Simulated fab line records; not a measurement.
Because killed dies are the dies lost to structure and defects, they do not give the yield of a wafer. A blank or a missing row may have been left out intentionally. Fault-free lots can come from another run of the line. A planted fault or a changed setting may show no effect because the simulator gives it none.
Struck lot and sound lot, side by side || flow nand_harc || 15 out of 1159 route steps
Sound: these wafers, L386.1, L386.4, L386.5. Wafers struck: L397.1, L397.3, L397.5. The cause is named last.
Per side, at each step with rows, come the tool, then ch with its chambers, and then its first start. Under that, the readings that differ: sound wafers || struck wafers || difference of the means || sigmas: that difference in standard deviations of wafers without a fault.
alike: readings whose means differ by less than 2 such deviations, and words and numbers that are the same on both sides. not compared: withheld readings, readings that some wafer has no value for, bounds like >300 that may hide the same value, and numbers for which the record gives no deviation and whose values overlap.
A row with sigmas, a row that says differs or no value, or rows on one side alone: a step with any of these is where the two part. Numbers that have no deviation but don't overlap get no sigmas and don't part them. A reading that every wafer of one side lacks parts them only if that side has two wafers or more.

first, 7 steps without rows for these wafers: NHARC_P_CONTACT_COAT_34 (time 65 s); NHARC_P_CONTACT_COAT_06 (resist thk 90 nm); NHARC_P_CONTACT_SOFTBAKE_07 (time 55 s); NHARC_P_CONTACT_EBR_08; NHARC_P_CONTACT_EXPOSE_09 (exposes mask P CA, target cd 90 nm); NHARC_P_CONTACT_PEB_10 (peb time 65 s); NHARC_P_CONTACT_DEVELOP_11 (develop time 35 s).
NHARC_P_CONTACT_CD_MEAS_12: target cd 90 nm.
  sound on cd_sem-01 ch 0, day 5 21:56; struck on cd_sem-03 ch 0, day 8 23:59
  alike: cd_nm
NHARC_P_CONTACT_OVL_MEAS_13:
  sound on overlay-02, day 5 22:02; struck on overlay-01, day 9 00:05
  alike: overlay_x_nm, overlay_y_nm
NHARC_P_CONTACT_INSPECT_14:
  sound on defect_inspect-01, day 5 22:04; struck on defect_inspect-01, day 9 00:07
  alike: raw_defect_count
NHARC_P_CONTACT_DESCUM_17: chemistry O2, time 3 s.
  sound on rie_diel-08 ch 2,3, day 5 22:08; struck on rie_diel-06 ch 0,3, day 9 00:11
  alike: chamber_pressure_mTorr, drypump_motor_current_A, o2_flow_sccm, oes_product_au, rf_vpp_V, showerhead_plenum_p_Torr, throttle_valve_pct
  not compared: rf_hours_counter_h
NHARC_P_CONTACT_ETCH_35: etches the open film in CF4, target depth 39 nm, time 65 s.
  sound on rie_diel-08 ch 1,2,3, day 5 22:13; struck on rie_diel-06 ch 0,2,3, day 9 00:17
{"reading": "chamber_pressure_mTorr (mTorr)", "sound": "50.05 50.08 50.02", "struck": "49.97 49.94 49.95", "difference": -0.10, "sigmas": -2}
  alike: bias_w, cf4_flow_sccm, drypump_motor_current_A, oes_product_au, rf_vpp_V, showerhead_plenum_p_Torr, throttle_valve_pct
  not compared: rf_hours_counter_h
NHARC_P_CONTACT_ETCH_36: etches the open film in N2/H2, target depth 260 nm, time 406.25 s.
  sound on rie_diel-08 ch 0,2, day 5 22:20; struck on rie_diel-06 ch 0,2, day 9 00:25
  no value came back on the struck wafers for any of 7 readings (bias_w (W), chamber_pressure_mTorr (mTorr) and others); on the sound wafers bias_w (W) reads 150.2 150.7 149.7
  not compared: rf_hours_counter_h
NHARC_P_CONTACT_ETCH_18: etches the open film in C4F8/O2/Ar, target depth 481 nm, time 240.5 s.
  sound: rie_diel-08 ch 0,1,3; struck: rie_diel-06 ch 0,2,3
  alike: bias_w, chamber_pressure_mTorr, oes_product_au, rf_vpp_V
  not compared: rf_hours_counter_h
-- record jumps: 17 days between struck wafers' starts before vs after; left off in module P_CONTACT, resumes in module END, first step shown is number 1159 of the route --
NHARC_END_SORT_01:
  the record has rows for the struck wafers here (prober-01 ch 0, day 25 17:35) and none for the sound ones

== WHERE THEY PART ==
At NHARC_P_CONTACT_ETCH_35 first; at NHARC_END_SORT_01 last (within this record only).

WHY: what had been put in by the simulator
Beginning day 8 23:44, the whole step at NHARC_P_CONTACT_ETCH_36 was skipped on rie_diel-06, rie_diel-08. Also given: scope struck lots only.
